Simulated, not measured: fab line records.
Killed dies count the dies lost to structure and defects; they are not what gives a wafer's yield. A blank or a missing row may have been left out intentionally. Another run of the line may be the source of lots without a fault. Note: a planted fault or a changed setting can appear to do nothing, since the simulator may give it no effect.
Split-lot study	flow n5-finfet	route with 1938 steps; 7 lots, 39 wafers read

== ABOUT THE SPLIT ==
At N5_BEOL_M0_CUTY_DESCUM_61 (chemistry O2, time 7.9 s), the setting time-s was moved away from the recipe's 7.9 s on 15 of the 39 wafers read, by -57.7% to +59.7%. For the rest of the wafers, this setting stayed at what the recipe calls for.

The reading comes from the split's own step.

== THE READING ==
CAR-ArF-block_of_BEOL_M0_CUTY_COAT_51.thk-nm (the simulator's own value, which no gauge read), in nm, at N5_BEOL_M0_CUTY_DESCUM_61 (chemistry O2, time 7.9 s). The file does not state a usual value for it. Average 143.2 nm, standard deviation 0.36 nm, over the 24 wafers here run with the recipe.

wafer	tool, chamber at the split	time-s as run, s	against the recipe	CAR-ArF-block_of_BEOL_M0_CUTY_COAT_51.thk-nm, nm	against lot-mates on the recipe
L074.1	rie-diel-03, 2,3,0	7.9	recipe	143.4	-
L074.3	rie-diel-03, 2,3,0	7.9	recipe	143.4	-
L074.4	rie-diel-03, 2,3,0	7.9	recipe	143.4	-
L074.2	rie-diel-03, 1,2	3.342	-57.7%	145.6	+2.2
L074.6	rie-diel-03, 1,2	3.342	-57.7%	145.6	+2.2
L074.5	rie-diel-03, 1	3.342	-57.7%	145.8	+2.4
L078.1	rie-diel-04, 2	7.9	recipe	144	-
L078.4	rie-diel-04, 0	7.9	recipe	143.6	-
L078.6	rie-diel-04, 3	7.9	recipe	143.2	-
L079.1	rie-diel-03, 2	10.68	+35.2%	142	-1.4
L079.2	rie-diel-03, 3	10.68	+35.2%	141.6	-1.8
L079.3	rie-diel-03, 1	10.68	+35.2%	141.8	-1.6
L079.4	rie-diel-03, 0	7.9	recipe	143.4	-
L079.5	rie-diel-03, 2	7.9	recipe	143.2	-
L079.6	rie-diel-03, 1	7.9	recipe	143.6	-
L080.1	rie-diel-04, 2	6.105	-22.7%	143.8	+1.0
L080.2	rie-diel-04, 3	7.9	recipe	143	-
L080.3	rie-diel-04, 1	6.105	-22.7%	143.4	+0.6
L080.4	rie-diel-04, 0	6.105	-22.7%	143.6	+0.8
L080.5	rie-diel-04, 2	7.9	recipe	142.8	-
L080.6	rie-diel-04, 1	7.9	recipe	142.6	-
L085.1	rie-diel-01, 1,2	7.9	recipe	143.2	-
L085.5	rie-diel-01, 1,2	7.9	recipe	143.2	-
L085.2	rie-diel-01, 0	12.62	+59.7%	140	-3.1
L085.3	rie-diel-01, 3	12.62	+59.7%	139.6	-3.5
L085.4	rie-diel-01, 2	7.9	recipe	142.8	-
L085.6	rie-diel-01, 1	12.62	+59.7%	139.8	-3.3
L091.1	rie-diel-01, 3	7.9	recipe	143.4	-
L091.2	rie-diel-01, 2	7.9	recipe	143.2	-
L091.3	rie-diel-01, 0	7.9	recipe	142.8	-
L091.6	rie-diel-01, 0	7.9	recipe	142.8	-
L091.4	rie-diel-01, 3	7.9	recipe	142.6	-
L091.5	rie-diel-01, 2	7.9	recipe	143	-
L093.1	rie-diel-01, 0,2,0	7.9	recipe	143.6	-
L093.2	rie-diel-01, 0,2,0	7.9	recipe	143.6	-
L093.6	rie-diel-01, 0,2,0	7.9	recipe	143.6	-
L093.3	rie-diel-01, 3	5.142	-34.9%	145.2	+1.6
L093.4	rie-diel-01, 2,3	5.142	-34.9%	145.4	+1.8
L093.5	rie-diel-01, 2,3	5.142	-34.9%	145.4	+1.8
The file does not say which wafer passed through which chamber wherever a row lists several chambers: such a row stands for several wafers.

FIT RESULTS
A straight line over all 39 wafers: CAR-ArF-block_of_BEOL_M0_CUTY_COAT_51.thk-nm changes by -0.0485 nm for each +1% of time-s; r = -0.95; the points scatter about the line by 0.43 nm.
The same after taking each lot's own level away (the mean of its wafers on the recipe; 39 wafers): -0.0469 nm for each +1%; r = -0.98; scatter 0.26 nm.
That fit puts the effect of the largest move of time-s on the reading at 2.8 nm.
From 142.80 to 143.60 nm: that is the span of the lots' own levels, equal to 2.2 times the standard deviation above.
The two slopes are in agreement: the lot-to-lot level therefore moves the slope only a little.
Check: for one of the wafers moved furthest among these (+59.7%), held out of the fit, the line's prediction against its lot-mates is -2.84 nm. Against them it came out at -3.07 nm.

== OTHER SPLITS APPLIED TO THESE WAFERS ==
Before the reading, these wafers also passed through other splits. Each is held against what the fit with the lots' levels taken away leaves over:
other split on the same wafers	wafers away from the commonest value	r with CAR-ArF-block_of_BEOL_M0_CUTY_COAT_51.thk-nm (lot level and that fit taken away)
N5_FIN_SAQP_HM_DEP_72 time-s	15	-0.09
N5_SD_EPI_P_DESCUM_14 time-s	18	+0.27
N5_HKMG_FIN_ALD_91 ald-cycles	15	+0.35
N5_BEOL_M0_SAQP_ETCH_84 time-s	15	-0.17

== FILE'S OWN FIT ==
CAR-ArF-block_of_BEOL_M0_CUTY_COAT_51.thk-nm changes by -0.0467 nm for each +1% of time-s, r = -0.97.
